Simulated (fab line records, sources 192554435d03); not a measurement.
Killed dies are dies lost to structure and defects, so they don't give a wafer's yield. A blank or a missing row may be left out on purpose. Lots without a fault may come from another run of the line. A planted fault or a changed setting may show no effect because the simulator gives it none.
Split-lot experiment | flow n5_finfet | 7 lots, 21 wafers read, on a route of 1938 steps

THE SPLIT
At N5_BEOL_M11_COAT_59 (time 60 s, resist thk 100 nm), the setting spin_rpm was moved away from the recipe's 1500 rpm on 8 of the 21 wafers read, by -10.6% to +10.7%. The other wafers ran this setting at the recipe's value.

FROM THE SPLIT TO THE READING: what the file shows between them, 6 steps
- N5_BEOL_M11_EXPOSE_08: exposes mask M11 (also split here: dose_mj)
- N5_BEOL_M11_PEB_09: peb time 60 s
- N5_BEOL_M11_DEVELOP_10: develop time 30 s
- N5_BEOL_M11_CD_MEAS_11: target cd 64.1 nm
- N5_BEOL_M11_DESCUM_16: chemistry O2, time 7.9 s
- N5_BEOL_M11_ETCH_61: etches SiARC in CF4, target depth 39 nm, time 65 s

THE READING
etch.depth_nm (the simulator's own value, which no gauge read), in nm, at N5_BEOL_M11_ETCH_62 (etches SOC in N2/H2, target depth 110 nm, overetch 22 nm, time 165 s). The file gives no usual value for it. The 13 wafers here that ran the recipe average 100.11 nm, standard deviation 0.44 nm.

wafer  | tool, chamber at the split | spin_rpm as run, rpm | against the recipe | etch.depth_nm, nm | against lot-mates on the recipe
L079.1 | litho_track-04, 0          | 1628                 | +8.5%              | 96.5              | -3.90
L079.3 | litho_track-04, 0          | 1628                 | +8.5%              | 96.57             | -3.83
L079.5 | litho_track-04, 0          | 1500                 | recipe             | 100.4             | -
L078.1 | litho_track-04, 0          | 1500                 | recipe             | 100.4             | -
L078.5 | litho_track-04, 0          | 1500                 | recipe             | 100.1             | -
L078.6 | litho_track-04, 0          | 1500                 | recipe             | 100.5             | -
L085.1 | litho_track-04, 0          | 1500                 | recipe             | 100.7             | -
L085.5 | litho_track-04, 0          | 1626                 | +8.4%              | 96.57             | -4.13
L085.6 | litho_track-04, 0          | 1626                 | +8.4%              | 96.56             | -4.14
L087.1 | litho_track-03, 0          | 1500                 | recipe             | 100.1             | -
L087.5 | litho_track-03, 0          | 1500                 | recipe             | 100.1             | -
L087.6 | litho_track-03, 0          | 1369                 | -8.7%              | 105               | +4.90
L090.2 | litho_track-04, 0          | 1500                 | recipe             | 100.4             | -
L090.4 | litho_track-04, 0          | 1500                 | recipe             | 100.4             | -
L090.5 | litho_track-04, 0          | 1341                 | -10.6%             | 106               | +5.60
L092.2 | litho_track-05, 0          | 1500                 | recipe             | 99.49             | -
L092.5 | litho_track-05, 0          | 1500                 | recipe             | 99.19             | -
L092.6 | litho_track-05, 0          | 1500                 | recipe             | 99.43             | -
L096.1 | litho_track-04, 0          | 1500                 | recipe             | 100.2             | -
L096.3 | litho_track-04, 0          | 1660                 | +10.7%             | 95.3              | -4.90
L096.4 | litho_track-04, 0          | 1660                 | +10.7%             | 95.31             | -4.89

THE FIT
A straight line over all 21 wafers: etch.depth_nm changes by -0.477 nm for each +1% of spin_rpm; r = -0.99; the points scatter about the line by 0.46 nm.
The same after taking each lot's own level away (the mean of its wafers on the recipe; 21 wafers): -0.492 nm for each +1%; r = -1.00; scatter 0.21 nm.
On that fit, the largest move of spin_rpm shifts the reading by 5.3 nm.
The lots' own levels span 99.370 to 100.700 nm, that is 3.0 times the standard deviation above.
So the lot-to-lot level changes the slope little: the two slopes agree.
Check: with one of the wafers moved furthest among these (+10.7%) left out of the fit, the line predicts -5.19 nm for it against its lot-mates. It came out at -4.9 nm against them.

OTHER SPLITS ON THESE WAFERS
These wafers also went through other splits before the reading. Each is held against what the fit with the lots' levels taken away leaves over:
other split on the same wafers     | wafers away from the commonest value | r with etch.depth_nm (lot level and that fit taken away)
N5_BEOL_M7_TRENCH_ETCH_37 source_w | 7                                    | -0.13
N5_BEOL_M8_DESCUM_16 time_s        | 6                                    | -0.26
N5_BEOL_M9_COAT_05 spin_rpm        | 2                                    | +0.00
N5_BEOL_M9_DESCUM_16 time_s        | 6                                    | +0.11
N5_BEOL_M10_COAT_64 spin_rpm       | 5                                    | +0.09
N5_BEOL_M10_PEB_26 peb_time_s      | 8                                    | -0.16
N5_BEOL_M11_EXPOSE_08 dose_mj      | 4                                    | -0.26

THE WHOLE CHAIN: every reading that the file lists as answering this split, in the file's order
step                | what it does                                                         | reading                                                                         | change (the file's fit)               | r (the file's)
N5_BEOL_M11_COAT_59 | time 60 s, resist thk 100 nm                                         | SOC_of_BEOL_M11_COAT_59.thk_nm (the simulator's own value, which no gauge read) | -0.492 nm for each +1% of the setting | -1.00
N5_BEOL_M11_ETCH_62 | etches SOC in N2/H2, target depth 110 nm, overetch 22 nm, time 165 s | etch.depth_nm (the simulator's own value, which no gauge read)                  | -0.497 nm for each +1% of the setting | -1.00

THE FILE'S OWN FIT
etch.depth_nm changes by -0.497 nm for each +1% of spin_rpm, r = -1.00.
